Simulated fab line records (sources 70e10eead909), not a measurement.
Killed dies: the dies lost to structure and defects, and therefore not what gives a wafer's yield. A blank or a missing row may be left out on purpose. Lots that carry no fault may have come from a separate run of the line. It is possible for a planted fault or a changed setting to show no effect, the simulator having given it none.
Which tool did it? | flow nand harc | 24 lots, 72 wafers sampled, at 6 steps of a route of 1159

== WHAT THE GAUGES SHOWED, per wafer ==
The record holds no reading of a measuring or inspecting step that can be judged against a usual standard deviation.

== TOOL THAT RAN EACH LOT (tool first, then ch and the chambers of the sampled wafers, then the start) ==
lot  | NHARC_P_ZERO_WELL_RTA_42        | NHARC_P_STI_ETCH_15             | NHARC_P_GATE_DESCUM_93             | NHARC_P_GATE_STRIP_113               | NHARC_P_GATE_DEGAS_109       | NHARC_P_GATE_RTA_82
L074 | rtp anneal-02 ch 0, day 1 18:58 | rie si-04 ch 0,2,3, day 2 13:38 | rie diel-12 ch 2,3, day 5 09:55    | plasma asher-02 ch 0,1, day 5 10:18  | pvd sputter-01, day 5 12:06  | rtp anneal-01 ch 0, day 5 13:24
L075 | rtp anneal-02 ch 0, day 2 00:53 | rie si-04 ch 0,3, day 2 19:32   | rie diel-10 ch 2,3, day 5 15:19    | plasma asher-02 ch 0,1, day 5 15:50  | pvd sputter-02, day 5 17:18  | rtp anneal-02 ch 0, day 5 18:13
L076 | rtp anneal-01 ch 0, day 2 07:08 | rie si-04 ch 1,2, day 3 07:23   | rie diel-13 ch 2,3, day 6 05:04    | plasma asher-02 ch 0,1, day 6 05:26  | pvd sputter-03, day 6 07:02  | rtp anneal-02 ch 0, day 6 08:01
L077 | rtp anneal-02 ch 0, day 2 12:47 | rie si-02 ch 2,3, day 3 07:33   | rie diel-10 ch 2,3, day 6 03:59    | plasma asher-01 ch 0,1, day 6 04:28  | pvd sputter-01, day 6 05:56  | rtp anneal-01 ch 0, day 6 06:43
L078 | rtp anneal-01 ch 0, day 2 19:10 | rie si-01 ch 2,3, day 3 11:37   | rie diel-12 ch 0,2,3, day 6 04:40  | plasma asher-01 ch 0,1, day 6 05:14  | pvd sputter-01, day 6 06:45  | rtp anneal-02 ch 0, day 6 07:34
L079 | rtp anneal-01 ch 0, day 3 01:08 | rie si-04 ch 1,2,3, day 3 19:49 | rie diel-13 ch 0,1,3, day 6 22:15  | plasma asher-01 ch 0,1, day 6 22:37  | pvd sputter-03, day 7 00:19  | rtp anneal-02 ch 0, day 7 01:24
L080 | rtp anneal-02 ch 0, day 3 07:00 | rie si-02 ch 0,2,3, day 3 23:22 | rie diel-10 ch 0,1,3, day 6 22:50  | plasma asher-02 ch 0,1, day 6 23:12  | pvd sputter-01, day 7 00:54  | rtp anneal-01 ch 0, day 7 02:04
L081 | rtp anneal-01 ch 0, day 3 12:58 | rie si-04 ch 1,2,3, day 4 08:26 | rie diel-12 ch 2,3, day 7 05:56    | plasma asher-02 ch 1, day 7 06:18    | pvd sputter-02, day 7 08:04  | rtp anneal-02 ch 0, day 7 08:49
L082 | rtp anneal-02 ch 0, day 3 18:46 | rie si-01 ch 2,3, day 4 08:24   | rie diel-12 ch 1,2,3, day 7 05:19  | plasma asher-01 ch 0,1, day 7 05:46  | pvd sputter-01, day 7 07:19  | rtp anneal-02 ch 0, day 7 08:08
L083 | rtp anneal-01 ch 0, day 4 00:54 | rie si-02 ch 2,3, day 4 17:25   | rie diel-12 ch 0,2, day 7 13:01    | plasma asher-02 ch 0,1, day 7 13:23  | pvd sputter-02, day 7 15:08  | rtp anneal-02 ch 0, day 7 15:55
L084 | rtp anneal-02 ch 0, day 4 07:09 | rie si-02 ch 0,1,3, day 4 23:25 | rie diel-10 ch 1,2, day 7 21:59    | plasma asher-01 ch 0,1, day 7 22:29  | pvd sputter-03, day 8 00:05  | rtp anneal-01 ch 0, day 8 00:59
L085 | rtp anneal-02 ch 0, day 4 12:54 | rie si-02 ch 0,2,3, day 5 05:25 | rie diel-12 ch 0,1,3, day 8 15:34  | plasma asher-01 ch 0,1, day 8 15:54  | pvd sputter-02, day 8 17:31  | rtp anneal-02 ch 0, day 8 18:17
L086 | rtp anneal-01 ch 0, day 4 18:56 | rie si-04 ch 2,3, day 5 12:15   | rie diel-13 ch 1,3, day 8 16:22    | plasma asher-01 ch 0,1, day 8 16:43  | pvd sputter-03, day 8 18:18  | rtp anneal-02 ch 0, day 8 19:04
L087 | rtp anneal-02 ch 0, day 5 00:58 | rie si-02 ch 1,2, day 5 19:26   | rie diel-12 ch 0,3, day 8 15:54    | plasma asher-02 ch 0,1, day 8 16:37  | pvd sputter-01, day 8 17:58  | rtp anneal-02 ch 0, day 8 18:50
L088 | rtp anneal-01 ch 0, day 5 06:46 | rie si-01 ch 2,3, day 6 02:57   | rie diel-12 ch 0,1,2, day 9 01:11  | plasma asher-01 ch 0,1, day 9 01:34  | pvd sputter-03, day 9 03:09  | rtp anneal-02 ch 0, day 9 03:55
L089 | rtp anneal-02 ch 0, day 5 12:56 | rie si-02 ch 0,2,3, day 6 02:47 | rie diel-12 ch 0,2,3, day 9 01:48  | plasma asher-02 ch 0,1, day 9 02:10  | pvd sputter-02, day 9 03:46  | rtp anneal-02 ch 0, day 9 04:31
L090 | rtp anneal-02 ch 0, day 5 18:32 | rie si-04 ch 0,2, day 6 11:18   | rie diel-10 ch 1,2,3, day 9 09:45  | plasma asher-02 ch 0,1, day 9 10:14  | pvd sputter-01, day 9 11:53  | rtp anneal-01 ch 0, day 9 12:40
L091 | rtp anneal-02 ch 0, day 6 00:45 | rie si-04 ch 0,3, day 6 18:28   | rie diel-10 ch 0,2,3, day 9 17:38  | plasma asher-01 ch 0,1, day 9 17:58  | pvd sputter-01, day 9 19:39  | rtp anneal-01 ch 0, day 9 20:24
L092 | rtp anneal-01 ch 0, day 6 06:52 | rie si-02 ch 0,1,3, day 6 23:34 | rie diel-12 ch 1,2,3, day 9 21:28  | plasma asher-02 ch 0,1, day 9 22:00  | pvd sputter-01, day 9 23:36  | rtp anneal-02 ch 0, day 10 00:22
L093 | rtp anneal-02 ch 0, day 6 12:55 | rie si-01 ch 1,2,3, day 7 05:40 | rie diel-10 ch 0,1,2, day 10 03:19 | plasma asher-01 ch 0,1, day 10 03:41 | pvd sputter-01, day 10 05:18 | rtp anneal-01 ch 0, day 10 06:04
L094 | rtp anneal-01 ch 0, day 6 19:11 | rie si-01 ch 2,3, day 7 11:43   | rie diel-10 ch 1,2,3, day 10 03:40 | plasma asher-02 ch 0,1, day 10 04:09 | pvd sputter-01, day 10 05:37 | rtp anneal-02 ch 0, day 10 06:22
L095 | rtp anneal-02 ch 0, day 7 00:44 | rie si-01 ch 0,1,2, day 7 20:27 | rie diel-10 ch 0,1,3, day 10 14:17 | plasma asher-02 ch 0,1, day 10 14:40 | pvd sputter-01, day 10 16:14 | rtp anneal-02 ch 0, day 10 16:59
L096 | rtp anneal-01 ch 0, day 7 07:06 | rie si-04 ch 1,3, day 7 20:16   | rie diel-13 ch 2,3, day 10 14:44   | plasma asher-01 ch 0,1, day 10 15:07 | pvd sputter-02, day 10 16:43 | rtp anneal-02 ch 0, day 10 17:31
L097 | rtp anneal-01 ch 0, day 7 13:11 | rie si-02 ch 1,2,3, day 8 07:53 | rie diel-10 ch 2,3, day 11 04:58   | plasma asher-01 ch 0,1, day 11 05:29 | pvd sputter-02, day 11 06:56 | rtp anneal-01 ch 0, day 11 07:44
- NHARC_P_ZERO_WELL_RTA_42: time 300 s.
- NHARC_P_STI_ETCH_15: etches the open film in HBr/Cl2, target depth 300 nm, time 100.1 s.
- NHARC_P_GATE_DESCUM_93: chemistry O2, time 3 s.
- NHARC_P_GATE_STRIP_113: strips in N2/H2, time 740 s.
- NHARC_P_GATE_DEGAS_109: time 60 s.
- NHARC_P_GATE_RTA_82: time 30 s.

== AS READ BY THE TOOLS THEMSELVES (means over the sampled wafers that have a number; for cases with no such wafer, the mark the record gives instead) ==
NHARC_P_ZERO_WELL_RTA_42.
lot  | tool          | lamp power pct (%) | lamp_zone_3_pct (%) | lamp_zone_6_pct (%) | wafer_temp_C_max
L074 | rtp anneal-02 | 29                 | 29                  | 29                  | 1104.2
L075 | rtp anneal-02 | 29                 | 29                  | 29                  | 1104.9
L076 | rtp anneal-01 | 36                 | 36                  | 36                  | 1102.7
L077 | rtp anneal-02 | 29                 | 29                  | 29                  | 1103.7
L078 | rtp anneal-01 | 36                 | 36                  | 36                  | 1102.5
L079 | rtp anneal-01 | 36                 | 36                  | 36                  | 1102.8
L080 | rtp anneal-02 | 29                 | 29                  | 29                  | 1103.9
L081 | rtp anneal-01 | 36                 | 36                  | 36                  | 1103.0
L082 | rtp anneal-02 | 29                 | 29                  | 29                  | 1105.4
L083 | rtp anneal-01 | 36                 | 36                  | 36                  | 1102.5
L084 | rtp anneal-02 | 29                 | 29                  | 29                  | 1105.1
L085 | rtp anneal-02 | 29                 | 29                  | 29                  | 1104.0
L086 | rtp anneal-01 | 36                 | 36                  | 36                  | 1102.0
L087 | rtp anneal-02 | 29                 | 29                  | 29                  | 1104.5
L088 | rtp anneal-01 | 36                 | 36                  | 36                  | 1102.6
L089 | rtp anneal-02 | 29                 | 29                  | 29                  | 1103.7
L090 | rtp anneal-02 | 29                 | 29                  | 29                  | 1103.6
L091 | rtp anneal-02 | 29                 | 29                  | 29                  | 1104.3
L092 | rtp anneal-01 | 36                 | 36                  | 36                  | 1102.2
L093 | rtp anneal-02 | 29                 | 29                  | 29                  | 1104.2
L094 | rtp anneal-01 | 36                 | 36                  | 36                  | 1103.1
L095 | rtp anneal-02 | 29                 | 29                  | 29                  | 1104.3
L096 | rtp anneal-01 | 36                 | 36                  | 36                  | 1102.6
L097 | rtp anneal-01 | 36                 | 36                  | 36                  | 1103.6

NHARC_P_STI_ETCH_15.
lot  | tool      | drypump motor current A (A) | oes product au (a.u.) | throttle valve pct (%)
L074 | rie si-04 | 6.0                         | 1.003                 | 26.403
L075 | rie si-04 | 5.9                         | 1.007                 | 26.400
L076 | rie si-04 | 6.3                         | 1.012                 | 26.406
L077 | rie si-02 | 5.3                         | 0.999                 | 26.396
L078 | rie si-01 | 5.8                         | 1.001                 | 26.402
L079 | rie si-04 | 6.0                         | 1.011                 | 26.398
L080 | rie si-02 | 5.8                         | 1.006                 | 26.400
L081 | rie si-04 | 6.0                         | 1.012                 | 26.409
L082 | rie si-01 | 5.8                         | 1.005                 | 26.411
L083 | rie si-02 | 5.5                         | 0.998                 | 26.409
L084 | rie si-02 | 5.9                         | 1.006                 | 26.404
L085 | rie si-02 | 5.7                         | 1.004                 | 26.402
L086 | rie si-04 | 6.1                         | 0.999                 | 26.401
L087 | rie si-02 | 5.8                         | 1.004                 | 26.404
L088 | rie si-01 | 5.7                         | 0.992                 | 26.396
L089 | rie si-02 | 5.7                         | 1.015                 | 26.415
L090 | rie si-04 | 6.3                         | 1.006                 | 26.408
L091 | rie si-04 | 5.9                         | 1.007                 | 26.403
L092 | rie si-02 | 5.8                         | 1.006                 | 26.406
L093 | rie si-01 | 5.9                         | 1.001                 | 26.414
L094 | rie si-01 | 5.8                         | 0.999                 | 26.415
L095 | rie si-01 | 5.8                         | 1.000                 | 26.410
L096 | rie si-04 | 5.6                         | 0.998                 | 26.411
L097 | rie si-02 | 5.6                         | 1.004                 | 26.411

NHARC_P_GATE_DESCUM_93.
lot  | tool        | drypump motor current A (A) | oes product au (a.u.) | rf vpp V (V) | showerhead plenum p Torr (Torr) | throttle valve pct (%)
L074 | rie diel-12 | 6.0                         | 1.006                 | 57.9         | 2.03                            | 11.310
L075 | rie diel-10 | 5.3                         | 1.000                 | 58.0         | 1.88                            | 11.311
L076 | rie diel-13 | 6.1                         | 1.007                 | 57.3         | 1.88                            | 11.314
L077 | rie diel-10 | 5.6                         | 1.009                 | 57.8         | 1.89                            | 11.313
L078 | rie diel-12 | 5.7                         | 1.002                 | 58.4         | 1.94                            | 11.307
L079 | rie diel-13 | 6.2                         | 1.015                 | 57.3         | 1.91                            | 11.316
L080 | rie diel-10 | 5.6                         | 0.998                 | 58.1         | 1.93                            | 11.313
L081 | rie diel-12 | 6.0                         | 1.007                 | 57.9         | 2.03                            | 11.306
L082 | rie diel-12 | 6.1                         | 1.002                 | 58.2         | 1.97                            | 11.304
L083 | rie diel-12 | 6.0                         | 0.995                 | 57.8         | 1.96                            | 11.306
L084 | rie diel-10 | 5.3                         | 0.993                 | 57.8         | 1.97                            | 11.318
L085 | rie diel-12 | 5.8                         | 1.005                 | 57.4         | 1.88                            | 11.308
L086 | rie diel-13 | 6.5                         | 1.002                 | 57.8         | 1.90                            | 11.314
L087 | rie diel-12 | 5.4                         | 0.999                 | 56.9         | 1.85                            | 11.317
L088 | rie diel-12 | 6.1                         | 0.993                 | 58.2         | 1.90                            | 11.315
L089 | rie diel-12 | 5.7                         | 1.000                 | 57.1         | 1.94                            | 11.310
L090 | rie diel-10 | 5.4                         | 0.995                 | 57.8         | 1.93                            | 11.309
L091 | rie diel-10 | 5.5                         | 0.998                 | 57.6         | 1.87                            | 11.313
L092 | rie diel-12 | 6.1                         | 1.000                 | 57.7         | 1.97                            | 11.312
L093 | rie diel-10 | 5.4                         | 0.999                 | 57.7         | 1.90                            | 11.306
L094 | rie diel-10 | 5.4                         | 0.998                 | 58.2         | 1.92                            | 11.320
L095 | rie diel-10 | 5.6                         | 1.002                 | 57.7         | 1.92                            | 11.318
L096 | rie diel-13 | 6.1                         | 1.011                 | 56.8         | 1.86                            | 11.316
L097 | rie diel-10 | 5.3                         | 0.996                 | 57.5         | 1.87                            | 11.310

NHARC_P_GATE_STRIP_113.
lot  | tool            | drypump motor current A (A) | heater power w (W) | temp c (C)
L074 | plasma asher-02 | 5.6                         | 81                 | 110.00
L075 | plasma asher-02 | 5.8                         | 81                 | 110.10
L076 | plasma asher-02 | 5.6                         | 80                 | 110.01
L077 | plasma asher-01 | 6.3                         | 86                 | 109.99
L078 | plasma asher-01 | 6.3                         | 85                 | 110.05
L079 | plasma asher-01 | 6.3                         | 86                 | 109.88
L080 | plasma asher-02 | 5.8                         | 79                 | 110.02
L081 | plasma asher-02 | 5.3                         | 80                 | 109.96
L082 | plasma asher-01 | 6.3                         | 89                 | 110.00
L083 | plasma asher-02 | 5.6                         | 81                 | 109.83
L084 | plasma asher-01 | 6.3                         | 86                 | 110.01
L085 | plasma asher-01 | 6.3                         | 87                 | 109.83
L086 | plasma asher-01 | 6.3                         | 87                 | 110.03
L087 | plasma asher-02 | 5.6                         | 80                 | 109.98
L088 | plasma asher-01 | 6.3                         | 88                 | 110.17
L089 | plasma asher-02 | 5.8                         | 83                 | 110.04
L090 | plasma asher-02 | 5.6                         | 81                 | 110.11
L091 | plasma asher-01 | 6.3                         | 85                 | 110.02
L092 | plasma asher-02 | 5.8                         | 82                 | 110.09
L093 | plasma asher-01 | 6.3                         | 86                 | 110.12
L094 | plasma asher-02 | 5.8                         | 81                 | 110.07
L095 | plasma asher-02 | 5.6                         | 82                 | 110.06
L096 | plasma asher-01 | 6.2                         | 88                 | 110.13
L097 | plasma asher-01 | 6.3                         | 86                 | 110.03

NHARC_P_GATE_DEGAS_109.
lot  | tool           | heater power w (W)
L074 | pvd sputter-01 | 476
L075 | pvd sputter-02 | 545
L076 | pvd sputter-03 | 505
L077 | pvd sputter-01 | 474
L078 | pvd sputter-01 | 474
L079 | pvd sputter-03 | 544
L080 | pvd sputter-01 | 424
L081 | pvd sputter-02 | 509
L082 | pvd sputter-01 | 491
L083 | pvd sputter-02 | 521
L084 | pvd sputter-03 | 497
L085 | pvd sputter-02 | 545
L086 | pvd sputter-03 | 546
L087 | pvd sputter-01 | 443
L088 | pvd sputter-03 | 509
L089 | pvd sputter-02 | 505
L090 | pvd sputter-01 | 479
L091 | pvd sputter-01 | 470
L092 | pvd sputter-01 | 444
L093 | pvd sputter-01 | 435
L094 | pvd sputter-01 | 433
L095 | pvd sputter-01 | 428
L096 | pvd sputter-02 | 542
L097 | pvd sputter-02 | 535

NHARC_P_GATE_RTA_82.
lot  | tool          | lamp power pct (%) | lamp_zone_3_pct (%) | lamp_zone_6_pct (%) | wafer_temp_C_max
L074 | rtp anneal-01 | 3.9                | 3.9                 | 3.9                 | 451.2
L075 | rtp anneal-02 | 3.1                | 3.1                 | 3.1                 | 451.5
L076 | rtp anneal-02 | 3.1                | 3.1                 | 3.1                 | 452.0
L077 | rtp anneal-01 | 3.9                | 3.9                 | 3.9                 | 451.3
L078 | rtp anneal-02 | 3.1                | 3.1                 | 3.1                 | 451.8
L079 | rtp anneal-02 | 3.1                | 3.1                 | 3.1                 | 451.3
L080 | rtp anneal-01 | 3.9                | 3.9                 | 3.9                 | 451.2
L081 | rtp anneal-02 | 3.1                | 3.1                 | 3.1                 | 451.3
L082 | rtp anneal-02 | 3.1                | 3.1                 | 3.1                 | 452.1
L083 | rtp anneal-02 | 3.1                | 3.1                 | 3.1                 | 451.9
L084 | rtp anneal-01 | 3.9                | 3.9                 | 3.8                 | 451.3
L085 | rtp anneal-02 | 3.1                | 3.1                 | 3.1                 | 451.9
L086 | rtp anneal-02 | 3.1                | 3.1                 | 3.1                 | 452.2
L087 | rtp anneal-02 | 3.1                | 3.1                 | 3.1                 | 452.0
L088 | rtp anneal-02 | 3.1                | 3.1                 | 3.1                 | 451.9
L089 | rtp anneal-02 | 3.1                | 3.1                 | 3.1                 | 451.4
L090 | rtp anneal-01 | 3.9                | 3.9                 | 3.9                 | 450.7
L091 | rtp anneal-01 | 3.9                | 3.9                 | 3.9                 | 451.0
L092 | rtp anneal-02 | 3.1                | 3.1                 | 3.1                 | 452.1
L093 | rtp anneal-01 | 3.9                | 3.9                 | 3.9                 | 451.1
L094 | rtp anneal-02 | 3.1                | 3.1                 | 3.1                 | 452.1
L095 | rtp anneal-02 | 3.1                | 3.1                 | 3.1                 | 452.0
L096 | rtp anneal-02 | 3.1                | 3.1                 | 3.1                 | 452.0
L097 | rtp anneal-01 | 3.9                | 3.9                 | 3.9                 | 451.2

== THE ANSWER, worked out from the rows above alone ==
Rule: usual is defined by the lots themselves. Put in order of their means at a reading, lots are off if they are a third of the lots or fewer, leave a main group of 4 or more, and stand apart from it by a gap of 3 or more times the standard deviation of the main group's means; of several such gaps the widest counts. The tables above print the reading to a certain number of digits; a main group whose means all agree to those digits is not used. Also off: a lot with no number at a reading for which 4 or more lots have one. Where the step has rows for the other lots, those lots are counted as sound. After the gauges, taken in route order, come the tools' own readings; for these a lot's mean is taken, as printed above. The first step at which some lot is off is used, and at that step the reading that is off furthest; a lot without a number counts as furthest.
Across all readings shown, no lot is off: no conclusion can be drawn from this.

== WHAT THE SIMULATOR HAD INSERTED ==
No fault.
